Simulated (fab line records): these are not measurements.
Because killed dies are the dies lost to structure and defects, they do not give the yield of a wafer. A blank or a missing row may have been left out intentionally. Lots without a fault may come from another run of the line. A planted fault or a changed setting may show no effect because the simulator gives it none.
Problem report in the 8D (eight disciplines) form, filled by code :: flow n5Finfet :: the parts of the form that need people (team, actions taken, sign-off) are left out

== 1. WHAT IS WRONG ==
rawDefectCount at N5_BEOL_M3_INSPECT_13 reads a mean of 1538 on 2 wafers of 2 lots; wafers without a fault read 384 with a standard deviation of 80. That puts it +14 standard deviations away from the usual mean.
The step: inspects for defects (brightfield).
First seen on wafer L949.2, day 10 22:43, on defectInspect-02. At this step, 27 wafers from 9 lots have a number in the record. Rule for "out", or "out of limits": more than 4 standard deviations from the usual mean. All remaining wafers that have a number are taken as sound.

== 2. WHAT IT IS; WHAT IT IS NOT ==
question: which readings at this step
is: rawDefectCount
is not: -

question: which lots
is: L949, L950
is not: L934, L935, L938, L941, L942, L945, L951

question: which wafers of those lots
is: L949.2, L950.4
is not: L949.1, L949.6, L950.3, L950.5

question: read on which gauges
is: defectInspect-02
is not: defectInspect-01

question: when
is: from day 10 22:43
is not: up to then (23 sound wafers); but 2 sound wafers of L950 came after

== 3. SUSPECTS, AND WHAT RULES EACH OUT ==
Counting: a tool at a process step up to the reading stays a suspect if it ran every lot that is out. Sound lots after the first of them don't rule it out here, since some wafers of a struck lot are sound.
- ruled out: the gauge at N5_BEOL_M3_INSPECT_13. All the wafers that are out were read on defectInspect-02, but those of them that N5_PASSIVATION_PROBE_49 has rows for are out there too, on other tools.
- pecvd-03 at N5_BEOL_M3_ILD_DEP_00 (deposits SiOC from DEMS/O2, target thk 79 nm, time 15.3 s): kept. It processed each lot that is out (first: L949, day 10 21:16); up to then, its last sound lot is L951 (day 10 20:59).
- Within pecvd-03 at N5_BEOL_M3_ILD_DEP_00, the wafers that are out were processed in chamber 2 and their sound lot-mates in chamber 1.
The count leaves pecvd-03 at N5_BEOL_M3_ILD_DEP_00.

== 4. THE CAUSE (what the simulator had put in) ==
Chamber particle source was pecvd-03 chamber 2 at N5_BEOL_M3_ILD_DEP_00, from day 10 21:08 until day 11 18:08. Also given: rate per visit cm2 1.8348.
The count eliminated every tool but this one.

== 5. SEQUENCE OF EFFECTS, ordered by route ==
Rows list readings where the struck wafers' mean (over those with a number) sits beyond 3 standard deviations from the usual. Readings are gone through only where the record gives a usual standard deviation; hours: the median, over the lots, of the time from a lot's start at the first step in this table giving one to that lot's start at this step; sigmas: the change measured in usual standard deviations.
hours: 0
step: N5_BEOL_M3_INSPECT_13
reading: rawDefectCount
usual: 384
on struck wafers: 1538
change: +1154
sigmas: +14

hours: 130
step: N5_PASSIVATION_PROBE_49
reading: defectLimitedYield
usual: 91.4 %
on struck wafers: 79.3
change: -12.1
sigmas: -8.0

hours: 130
step: N5_PASSIVATION_PROBE_49
reading: killed_at_M0_to_M3
usual: 34
on struck wafers: 182
change: +148
sigmas: +12

hours: 130
step: N5_PASSIVATION_PROBE_49
reading: killedDies
usual: 101
on struck wafers: 244
change: +142
sigmas: +7.9

hours: 130
step: N5_PASSIVATION_PROBE_49
reading: sort_bin_5_function
usual: 5.1 %
on struck wafers: 12.7
change: +7.6
sigmas: +7.8

hours: 130
step: N5_PASSIVATION_PROBE_49
reading: sortNPass
usual: 1079
on struck wafers: 936
change: -142
sigmas: -8.4

hours: 130
step: N5_PASSIVATION_PROBE_49
reading: sortYieldPct
usual: 91.4 %
on struck wafers: 79.3
change: -12.1
sigmas: -8.0
It contains these process steps:
- N5_PASSIVATION_PROBE_49
Later steps that measure or inspect, where all struck wafers having a row at the step show a number for every such reading and not one has moved that far: N5_BEOL_M4_RC_MEAS_101.

== 6. WHAT WOULD HAVE CAUGHT IT SOONER ==
Counted from the fault's start at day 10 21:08, it took 2 hours until the first out-of-limits reading at a measuring or inspecting step in this record, taken at day 10 22:43.
Of the tool readings at N5_BEOL_M3_ILD_DEP_00 for which the record gives a usual standard deviation, none was out on any struck wafer, so an alarm limit of 4 standard deviations on them would not have fired.
L950, from the lots that are out (2), started N5_BEOL_M3_ILD_DEP_00 on pecvd-03 later than day 10 22:43. A tool hold placed at that time would have kept it from harm.
